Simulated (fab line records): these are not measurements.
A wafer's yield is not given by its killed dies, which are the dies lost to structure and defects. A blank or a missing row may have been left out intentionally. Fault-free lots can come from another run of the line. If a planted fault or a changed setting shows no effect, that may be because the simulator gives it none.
Chamber matching / flow n5_finfet / N5_MOL_CONTACT_COAG_ALD_27 on ald_sin-03 has 4 sister chambers
The step deposits SiOC, target thk 17 nm, pulse time 1.5 s, time 2720 s. 8 wafers are shown with their chamber, then 9 later ones without.

## EACH WAFER AND ITS CHAMBER
wafer=L075.1; chamber=2; heater_power_w (W)=850; susceptor_temp_C (C)=400.44
wafer=L077.6; chamber=3; heater_power_w (W)=979; susceptor_temp_C (C)=400.13
wafer=L082.4; chamber=1; heater_power_w (W)=904; susceptor_temp_C (C)=399.83
wafer=L082.5; chamber=0; heater_power_w (W)=778; susceptor_temp_C (C)=399.84
wafer=L082.6; chamber=3; heater_power_w (W)=964; susceptor_temp_C (C)=400.08
wafer=L083.3; chamber=2; heater_power_w (W)=849; susceptor_temp_C (C)=400.17
wafer=L083.4; chamber=0; heater_power_w (W)=800; susceptor_temp_C (C)=399.98
wafer=L083.6; chamber=1; heater_power_w (W)=897; susceptor_temp_C (C)=399.78

## WAFERS WITHOUT THEIR CHAMBER
wafer=L087.1; heater_power_w (W)=948; susceptor_temp_C (C)=399.96
wafer=L087.4; heater_power_w (W)=856; susceptor_temp_C (C)=399.90
wafer=L087.5; heater_power_w (W)=789; susceptor_temp_C (C)=399.97
wafer=L091.2; heater_power_w (W)=861; susceptor_temp_C (C)=400.10
wafer=L091.4; heater_power_w (W)=795; susceptor_temp_C (C)=399.80
wafer=L091.5; heater_power_w (W)=980; susceptor_temp_C (C)=399.87
wafer=L096.2; heater_power_w (W)=971; susceptor_temp_C (C)=399.76
wafer=L096.4; heater_power_w (W)=796; susceptor_temp_C (C)=399.91
wafer=L096.6; heater_power_w (W)=874; susceptor_temp_C (C)=400.28

## WHICH CHAMBER EACH ONE RAN IN
wafer=L087.1; from the rows above=3; in truth=3
wafer=L087.4; from the rows above=can't be placed: 2 or 1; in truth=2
wafer=L087.5; from the rows above=0; in truth=0
wafer=L091.2; from the rows above=2; in truth=2
wafer=L091.4; from the rows above=0; in truth=0
wafer=L091.5; from the rows above=3; in truth=3
wafer=L096.2; from the rows above=3; in truth=3
wafer=L096.4; from the rows above=0; in truth=0
wafer=L096.6; from the rows above=2; in truth=2
8 of 9 placed correctly. Cannot be placed on the basis of these rows: 1; the candidates contain the true chamber in 1. Wrongly placed: 0.
How it was worked out, from the rows above alone: a wafer's distance from a chamber is the root of the sum, over the readings, of the square of ((its reading less the chamber's mean) divided by the reading's scatter). If the next closest chamber is less than 2 further off than the closest, the wafer can't be placed; otherwise it belongs to the closest. A chamber's mean is the mean of its shown wafers. The scatter: the root of (the sum of the squares of (reading less its chamber's mean) over the shown wafers, divided by (wafers less chambers)).
